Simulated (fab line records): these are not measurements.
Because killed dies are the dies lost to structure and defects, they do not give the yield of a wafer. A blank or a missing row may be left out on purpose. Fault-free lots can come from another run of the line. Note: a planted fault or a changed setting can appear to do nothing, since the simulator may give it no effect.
fab line records ; flow n5_finfet
record lots=7; wafers=21
route steps=1938 shown BEOL_M14@1716 BEOL_M15@1808 MIM_BOT_ETCH@1868 TV_LITHO@1879 PASSIVATION@1930
start_h: hours from the record's opening day to when the first of the lot's shown wafers began ; wait_h: how many hours have passed since the lot's step before this one ; " identical to the entry in the row above ; L1.1+2: a row that stands for several wafers ; - value missing, or start not given ; * or withheld: withheld ; < > ~ a bound
route shown NAME@n: a module of which the file shows steps, and the number in the route of the first ; usual: the fault-free wafers' mean and standard deviation ; same: alike in all rows ; chamber/n: place in a boat ; sites: per-site readings ; _std_site: the standard deviation of these ; _edge_site: outer sites' mean less inner sites' ; radius_mm: for every site, how far away it sits from the centre of the wafer ; mask NAME#n: copy n ; behind: the tool/chamber that last shaped the wafer ; hold: what put the lot on hold/how long, in hours/how the hold closed ; device: names the non-switching transistor (n, p or np) ; end of line: the tests these same wafers got at the end of their route ; where a step has no rows: the recipe by itself ; killed: not the wafer's yield, but the dies lost to structure and defects at the first sort ; map: per-die view of a wafer (x killed, . not killed, _ where there is no die)
set.NAME: the setting as run; set.NAME@STEP: as run at that earlier step ; model.NAME: the simulator's own value behind a step, which no gauge read
lots run with intentionally changed settings; tables by step, rows by wafer
## steps
# step N5_BEOL_M14_ILD_DEP_00
# recipe material=SiO2; target_thk_a=11193; temp_c=400; precursor=TEOS/O2; pressure_torr=6.5; rf_w=900; teos_flow_sccm=161.4; gas=O2; flow_sccm=2650; time_s=237.4
lot.wafer;tool;chamber;start_h;wait_h;set.time_s;model.SiO2_of_BEOL_M14_ILD_DEP_00.thk_nm
L077.2;pecvd-02;1;288.10;0.0;237.4;1102
L077.3;pecvd-02;2;288.10;0.0;260.6;1229
L077.5;pecvd-02;2;288.10;0.0;260.6;1252
L080.2;pecvd-02;0;306.53;0.0;237.4;1168
L080.4;pecvd-02;1;306.53;0.0;237.4;1138
L080.6;pecvd-02;2;306.53;0.0;237.4;1152
L083.3;pecvd-04;0;315.40;0.0;237.4;1121
L083.5;pecvd-04;2;315.40;0.0;237.4;1119
L083.6;pecvd-04;1;315.40;0.0;237.4;1127
L090.1;pecvd-02;2;347.27;0.0;259.7;1220
L090.3;pecvd-02;1;347.27;0.0;237.4;1083
L090.6;pecvd-02;2;347.27;0.0;237.4;1134
L095.1;pecvd-01;1;381.61;0.0;237.4;1121
L095.2;pecvd-01;0;381.61;0.0;237.4;1104
L095.5;pecvd-01;1;381.61;0.0;237.4;1150
L096.2;pecvd-01;0;404.02;0.0;203.1;946.8
L096.3;pecvd-01;2;404.02;0.0;237.4;1140
L096.6;pecvd-01;0;404.02;0.0;237.4;1126
L097.1;pecvd-04;2;444.73;0.0;237.4;1101
L097.2;pecvd-04;1;444.73;0.0;214;994.4
L097.3;pecvd-04;0;444.73;0.0;214;994
# step N5_BEOL_M14_THK_MEAS_01
# recipe reads=SiO2_of_BEOL_M14_ILD_DEP_00
# usual M14_ILD_THK=1125/17
lot.wafer;tool;chamber;start_h;wait_h;set.time_s@BEOL_M14_ILD_DEP_00;M14_ILD_THK[nm]
L077.2;film_metro-02;-;288.29;0.1;237.4;1103
L077.3;film_metro-02;-;288.29;0.1;260.6;1230
L077.5;film_metro-02;-;288.29;0.1;260.6;1252
L080.2;film_metro-01;-;306.72;0.1;237.4;1168
L080.4;film_metro-01;-;306.72;0.1;237.4;1138
L080.6;film_metro-01;-;306.72;0.1;237.4;1152
L083.3;film_metro-02;-;315.59;0.1;237.4;1122
L083.5;film_metro-02;-;315.59;0.1;237.4;1120
L083.6;film_metro-02;-;315.59;0.1;237.4;1127
L090.1;film_metro-01;-;347.46;0.1;259.7;1219
L090.3;film_metro-01;-;347.46;0.1;237.4;1083
L090.6;film_metro-01;-;347.46;0.1;237.4;1134
L095.1;film_metro-01;-;381.80;0.1;237.4;1121
L095.2;film_metro-01;-;381.80;0.1;237.4;1105
L095.5;film_metro-01;-;381.80;0.1;237.4;1150
L096.2;film_metro-02;-;404.29;0.2;203.1;947
L096.3;film_metro-02;-;404.29;0.2;237.4;1140
L096.6;film_metro-02;-;404.29;0.2;237.4;1125
L097.1;film_metro-01;-;444.92;0.1;237.4;1101
L097.2;film_metro-01;-;444.92;0.1;214;995
L097.3;film_metro-01;-;444.92;0.1;214;994
# step N5_BEOL_M14_COAT_58
# recipe resist=BARC; temp_c=205; time_s=60; spin_rpm=1500; resist_thk_nm=89
# step N5_BEOL_M14_COAT_04
# recipe spin_rpm=1704; resist_thk_nm=800
# step N5_BEOL_M14_DESCUM_15
# recipe chemistry=O2; time_s=7.9; source_power_w=50; bias_power_w=20; pressure_mtorr=20; rf_frequency_hz=2.712e+07; temp_c=40; o2_flow_sccm=225
# step N5_BEOL_M14_ETCH_59
# recipe chemistry=N2/H2; target=BARC; target_depth_a=890; overetch_a=267; time_s=67.9; ion_energy_ev=200; pressure_mtorr=30; source_w=840; bias_w=150; n2_flow_sccm=200; h2_flow_sccm=200
# step N5_BEOL_M14_VIA_ETCH_16
# recipe chemistry=C4F8/O2/Ar; target=SiO2; he_inner_torr=15; he_outer_torr=30; target_depth_a=12313; time_s=withheld; ion_energy_ev=800; pressure_mtorr=20; source_w=1905; bias_w=2040; Ar_flow_sccm=400; C4F8_flow_sccm=16; O2_flow_sccm=12; ends=cleared
lot.wafer;tool;chamber;start_h;wait_h;set.time_s@BEOL_M14_ILD_DEP_00;model.etch.depth_nm;model.coat_of_BEOL_M14_COAT_04.thk_nm
L077.2;rie_diel-01;0;288.77;0.0;*;1102;452.6
L077.3;rie_diel-01;3;288.77;0.0;*;1229;426.2
L077.5;rie_diel-01;1;288.77;0.0;*;1252;418
L080.2;rie_diel-01;0;307.35;0.0;*;1168;438.8
L080.4;rie_diel-01;3;307.35;0.0;*;1138;450
L080.6;rie_diel-01;3;307.35;0.0;*;1152;446
L083.3;rie_diel-04;3;316.56;0.1;*;1121;459.6
L083.5;rie_diel-04;3;316.56;0.1;*;1119;457.4
L083.6;rie_diel-04;2;316.56;0.1;*;1127;454.8
L090.1;rie_diel-01;1;347.94;0.0;*;1220;431.2
L090.3;rie_diel-01;2;347.94;0.0;*;1083;463.8
L090.6;rie_diel-01;3;347.94;0.0;*;1134;452
L095.1;rie_diel-01;0;382.41;0.0;*;1121;452.8
L095.2;rie_diel-01;3;382.41;0.0;*;1104;460.6
L095.5;rie_diel-01;2;382.41;0.0;*;1150;447.4
L096.2;rie_diel-02;0;404.84;0.0;*;946.9;493
L096.3;rie_diel-02;2;404.84;0.0;*;1140;452.8
L096.6;rie_diel-02;3;404.84;0.0;*;1126;451.8
L097.1;rie_diel-01;2;445.40;0.0;*;1101;456
L097.2;rie_diel-01;3;445.40;0.0;*;994.5;484.4
L097.3;rie_diel-01;1;445.40;0.0;*;994.1;479.4
# step N5_BEOL_M14_STRIP_63
# recipe chemistry=O2; power_w=600; temp_c=60; pressure_mtorr=30; rf_frequency_hz=6e+07; bias_power_w=0; overash_fraction=0.3; o2_flow_sccm=225
# step N5_BEOL_M14_STRIP_64
# recipe chemistry=O2; power_w=600; temp_c=60; pressure_mtorr=30; rf_frequency_hz=6e+07; bias_power_w=0; overash_fraction=0.3; o2_flow_sccm=225
# step N5_BEOL_M14_STRIP_71
# recipe chemistry=post_etch_residue_remover; time_s=60; temp_c=25; remover_ph=withheld; remover_water_wt_pct=withheld; remover_fluoride_wt_pct=withheld
lot.wafer;tool;chamber;start_h;wait_h;set.time_s@BEOL_M14_ILD_DEP_00;model.SiO2_of_BEOL_M14_ILD_DEP_00.thk_nm
L077.2;wet_bench-03;7;289.06;-;237.4;1102
L077.3;wet_bench-03;6;289.06;-;260.6;1229
L077.5;wet_bench-03;1;289.06;-;260.6;1251
L080.2;wet_bench-01;5;307.64;-;237.4;1168
L080.4;wet_bench-01;3;307.64;-;237.4;1138
L080.6;wet_bench-01;2;307.64;-;237.4;1152
L083.3;wet_bench-02;6;316.89;-;237.4;1121
L083.5;wet_bench-02;5;316.89;-;237.4;1119
L083.6;wet_bench-02;4;316.89;-;237.4;1127
L090.1;wet_bench-03;0;348.23;-;259.7;1220
L090.3;wet_bench-03;6;348.23;-;237.4;1083
L090.6;wet_bench-03;2;348.23;-;237.4;1134
L095.1;wet_bench-01;7;382.76;-;237.4;1121
L095.2;wet_bench-01;5;382.76;-;237.4;1104
L095.5;wet_bench-01;0;382.76;-;237.4;1150
L096.2;wet_bench-02;6;405.13;-;203.1;946.8
L096.3;wet_bench-02;4;405.13;-;237.4;1140
L096.6;wet_bench-02;2;405.13;-;237.4;1126
L097.1;wet_bench-03;3;445.69;-;237.4;1101
L097.2;wet_bench-03;4;445.69;-;214;994.4
L097.3;wet_bench-03;0;445.69;-;214;994
# step N5_BEOL_M15_ETCH_61
# recipe chemistry=N2/H2; target=BARC; target_depth_a=890; overetch_a=267; time_s=67.9; ion_energy_ev=200; pressure_mtorr=30; source_w=840; bias_w=150; n2_flow_sccm=200; h2_flow_sccm=200
# usual rf_vpp_V=523.2/2.4
lot.wafer;tool;chamber;start_h;wait_h;set.bias_w;rf_vpp_V
L077.2;rie_diel-05;0;296.97;0.0;150;523.9
L077.3;rie_diel-05;3;296.97;0.0;130.1;477.8
L077.5;rie_diel-05;3;296.97;0.0;150;524.2
L080.2;rie_diel-03;2;320.20;0.0;172.8;567.4
L080.4;rie_diel-03;1;320.20;0.0;172.8;570.4
L080.6;rie_diel-03;2;320.20;0.0;172.8;569.4
L083.3;rie_diel-03;0;324.31;0.0;150;522.7
L083.5;rie_diel-03;0;324.31;0.0;150;524.4
L083.6;rie_diel-03;1;324.31;0.0;127.6;471.9
L090.1;rie_diel-06;2;355.61;0.0;150;523.4
L090.3;rie_diel-06;3;355.61;0.0;150;527.8
L090.6;rie_diel-06;2;355.61;0.0;150;524.2
L095.1;rie_diel-03;2;389.21;0.0;150;518.6
L095.2;rie_diel-03;0;389.21;0.0;150;523.0
L095.5;rie_diel-03;3;389.21;0.0;150;527.7
L096.2;rie_diel-03;2;411.43;0.0;150;520.1
L096.3;rie_diel-03;0;411.43;0.0;150;522.6
L096.6;rie_diel-03;0;411.43;0.0;150;521.4
L097.1;rie_diel-03;2;455.45;0.0;150;520.2
L097.2;rie_diel-03;3;455.45;0.0;164.4;557.7
L097.3;rie_diel-03;1;455.45;0.0;150;521.9
# step N5_MIM_BOT_ETCH_ETCH_00
# recipe chemistry=Cl2/BCl3; target=TiN; target_depth_a=455; ion_energy_ev=150; pressure_mtorr=10; icp_w=1000; bias_w=126; Cl2_flow_sccm=53.25; bcl3_flow_sccm=21.75; Ar_flow_sccm=25
lot.wafer;tool;chamber;start_h;wait_h;set.icp_w;model.etch.depth_nm
L077.2;rie_metal-03;0;306.07;0.1;1000;47.24
L077.3;rie_metal-03;0;306.07;0.1;1000;47.5
L077.5;rie_metal-03;1;306.07;0.1;909.1;41.54
L080.2;rie_metal-02;0;328.58;0.1;1000;44.41
L080.4;rie_metal-02;1;328.58;0.1;1000;44.07
L080.6;rie_metal-02;0;328.58;0.1;1000;44.02
L083.3;rie_metal-01;0;332.39;0.1;1000;45.2
L083.5;rie_metal-01;1;332.39;0.1;1000;45.21
L083.6;rie_metal-01;0;332.39;0.1;1152;51.18
L090.1;rie_metal-02;1;367.78;0.1;1000;44.32
L090.3;rie_metal-02;0;367.78;0.1;928.9;41.44
L090.6;rie_metal-02;0;367.78;0.1;1000;44.3
L095.1;rie_metal-01;1;398.58;0.1;1000;45.38
L095.2;rie_metal-01;0;398.58;0.1;1000;45.13
L095.5;rie_metal-01;0;398.58;0.1;1000;45.39
L096.2;rie_metal-01;1;421.12;0.1;1000;44.99
L096.3;rie_metal-01;0;421.12;0.1;902.5;41.72
L096.6;rie_metal-01;1;421.12;0.1;902.5;41.19
L097.1;rie_metal-02;0;462.32;0.1;856.5;38.87
L097.2;rie_metal-02;1;462.32;0.1;1000;46.73
L097.3;rie_metal-02;1;462.32;0.1;1000;46.66
# step N5_PASSIVATION_EXPOSE_07
# recipe mask_id=TV; na=0.55; source_shape=conventional; sigma_outer=0.8; polarization=unpolarized; defocus_nm=0; target_cd_nm=3000; dose_mj=22.75
lot.wafer;tool;chamber;start_h;wait_h;mask;set.dose_mj
L077.2+5;krf_scanner-01;0;311.99;-;TV#0;23.47
L077.3;krf_scanner-01;0;311.99;-;TV#0;22.75
L080.2+4;krf_scanner-01;0;329.79;-;TV#0;23.94
L080.6;krf_scanner-01;0;329.79;-;TV#0;22.75
L083.3+5;krf_scanner-01;0;333.59;-;TV#0;22.1
L083.6;krf_scanner-01;0;333.59;-;TV#0;22.75
L090.1+3+6;krf_scanner-02;0;368.81;-;TV#0;22.75
L095.1+2+5;krf_scanner-02;0;401.21;-;TV#0;22.75
L096.2+6;krf_scanner-01;0;423.02;-;TV#0;24.05
L096.3;krf_scanner-01;0;423.02;-;TV#0;22.75
L097.1+2;krf_scanner-02;0;463.25;-;TV#0;22.75
L097.3;krf_scanner-02;0;463.25;-;TV#0;21.28
# step N5_PASSIVATION_PEB_08
# recipe peb_temp_c=withheld; peb_time_s=*
# step N5_PASSIVATION_DEVELOP_09
# recipe develop_time_s=60; rinse_liquid=diw; dry=air_spin; dev_temp_c=21
# step N5_PASSIVATION_HARDBAKE_11
# recipe temp_c=130; time_s=120
# step N5_PASSIVATION_CD_MEAS_10
# recipe target_cd_nm=3000; landing_energy_ev=500; detector=se_inlens
# usual cd_nm=2999.4/2.2
lot.wafer;tool;chamber;start_h;wait_h;set.dose_mj@PASSIVATION_EXPOSE_07;cd_nm
L077.2;cd_sem-02;0;312.16;-;23.47;3005.3
L077.3;cd_sem-02;0;312.16;-;22.75;2996.6
L077.5;cd_sem-02;0;312.16;-;23.47;3005.1
L080.2;cd_sem-01;0;329.96;-;23.94;3009.4
L080.4;cd_sem-01;0;329.96;-;23.94;3011.4
L080.6;cd_sem-01;0;329.96;-;22.75;2997.9
L083.3;cd_sem-03;0;333.76;-;22.1;2990.1
L083.5;cd_sem-03;0;333.76;-;22.1;2993.5
L083.6;cd_sem-03;0;333.76;-;22.75;2996.1
L090.1;cd_sem-03;0;368.99;-;22.75;2996.2
L090.3;cd_sem-03;0;368.99;-;22.75;2998.9
L090.6;cd_sem-03;0;368.99;-;22.75;2999.3
L095.1;cd_sem-02;0;401.39;-;22.75;2994.7
L095.2;cd_sem-02;0;401.39;-;22.75;2995.8
L095.5;cd_sem-02;0;401.39;-;22.75;3002.7
L096.2;cd_sem-01;0;423.19;-;24.05;3008.8
L096.3;cd_sem-01;0;423.19;-;22.75;2999.7
L096.6;cd_sem-01;0;423.19;-;24.05;3008.8
L097.1;cd_sem-02;0;463.43;-;22.75;2999.9
L097.2;cd_sem-02;0;463.43;-;22.75;2996.9
L097.3;cd_sem-02;0;463.43;-;21.28;2983.7
# step N5_PASSIVATION_ETCH_54
# recipe chemistry=CHF3/O2; target=SiO2; target_depth_a=8800; CHF3_flow_sccm=50; O2_flow_sccm=5; Ar_flow_sccm=200; time_s=440; mask_material=PR; pressure_mtorr=30; source_w=650; bias_w=170; ion_energy_ev=200
# usual rf_vpp_V=522/9.5
lot.wafer;tool;chamber;start_h;wait_h;set.source_w;rf_vpp_V;model.PASSIVATION.feature_depth_nm;model.etch.depth_nm
L077.2;rie_diel-01;0;316.12;0.1;650;533;860.2;860.3
L077.3;rie_diel-01;3;316.12;0.1;650;517;879;879.1
L077.5;rie_diel-01;3;316.12;0.1;706.1;497;907.8;907.8
L080.2;rie_diel-01;3;333.74;0.1;650;516;883.4;883.4
L080.4;rie_diel-01;2;333.74;0.1;566;575;835.6;835.5
L080.6;rie_diel-01;2;333.74;0.1;566;574;836.4;836.3
L083.3;rie_diel-04;3;337.54;0.1;650;519;863;863.1
L083.5;rie_diel-04;2;337.54;0.1;764.3;474;917.4;917.3
L083.6;rie_diel-04;3;337.54;0.1;764.3;481;922.2;922.1
L090.1;rie_diel-02;1;373.39;0.1;650;525;874.6;874.7
L090.3;rie_diel-02;0;373.39;0.1;650;515;900.4;900.4
L090.6;rie_diel-02;2;373.39;0.1;586.1;541;843.2;843.3
L095.1;rie_diel-04;2;405.68;0.1;650;513;859;859
L095.2;rie_diel-04;1;405.68;0.1;650;506;856.8;856.7
L095.5;rie_diel-04;2;405.68;0.1;650;511;850.6;850.6
L096.2;rie_diel-01;1;426.83;0.1;737.5;495;929.4;929.4
L096.3;rie_diel-01;2;426.83;0.1;650;538;888.4;888.3
L096.6;rie_diel-01;3;426.83;0.1;737.5;488;916;916
L097.1;rie_diel-02;3;467.52;0.1;650;524;890;889.9
L097.2;rie_diel-02;0;467.52;0.1;568.9;551;834.2;834.1
L097.3;rie_diel-02;1;467.52;0.1;650;522;865.8;865.8
## key
split step=N5_BEOL_M14_ILD_DEP_00; setting=time_s; stated=237.4; by=wafer
response step=N5_BEOL_M14_ILD_DEP_00; reading=model.SiO2_of_BEOL_M14_ILD_DEP_00.thk_nm; change=+12.6; per=1%; r=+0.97
response step=N5_BEOL_M14_THK_MEAS_01; reading=M14_ILD_THK; change=+12.5; per=1%; r=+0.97
response step=N5_BEOL_M14_VIA_ETCH_16; reading=model.etch.depth_nm; change=+12.6; per=1%; r=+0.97
response step=N5_BEOL_M14_VIA_ETCH_16; reading=model.coat_of_BEOL_M14_COAT_04.thk_nm; change=-2.84; per=1%; r=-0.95
response step=N5_BEOL_M14_STRIP_71; reading=model.SiO2_of_BEOL_M14_ILD_DEP_00.thk_nm; change=+12.5; per=1%; r=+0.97
split step=N5_BEOL_M15_ETCH_61; setting=bias_w; stated=150; by=wafer
response step=N5_BEOL_M15_ETCH_61; reading=rf_vpp_V; change=+3.54; per=1%; r=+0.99
split step=N5_MIM_BOT_ETCH_ETCH_00; setting=icp_w; stated=1000; by=wafer
response step=N5_MIM_BOT_ETCH_ETCH_00; reading=model.etch.depth_nm; change=+0.467; per=1%; r=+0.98
split step=N5_PASSIVATION_EXPOSE_07; setting=dose_mj; stated=22.75; by=wafer
response step=N5_PASSIVATION_CD_MEAS_10; reading=cd_nm; change=+2.11; per=1%; r=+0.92
split step=N5_PASSIVATION_ETCH_54; setting=source_w; stated=650; by=wafer
response step=N5_PASSIVATION_ETCH_54; reading=rf_vpp_V; change=-2.95; per=1%; r=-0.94
response step=N5_PASSIVATION_ETCH_54; reading=model.PASSIVATION.feature_depth_nm; change=+3.44; per=1%; r=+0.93
response step=N5_PASSIVATION_ETCH_54; reading=model.etch.depth_nm; change=+3.44; per=1%; r=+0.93
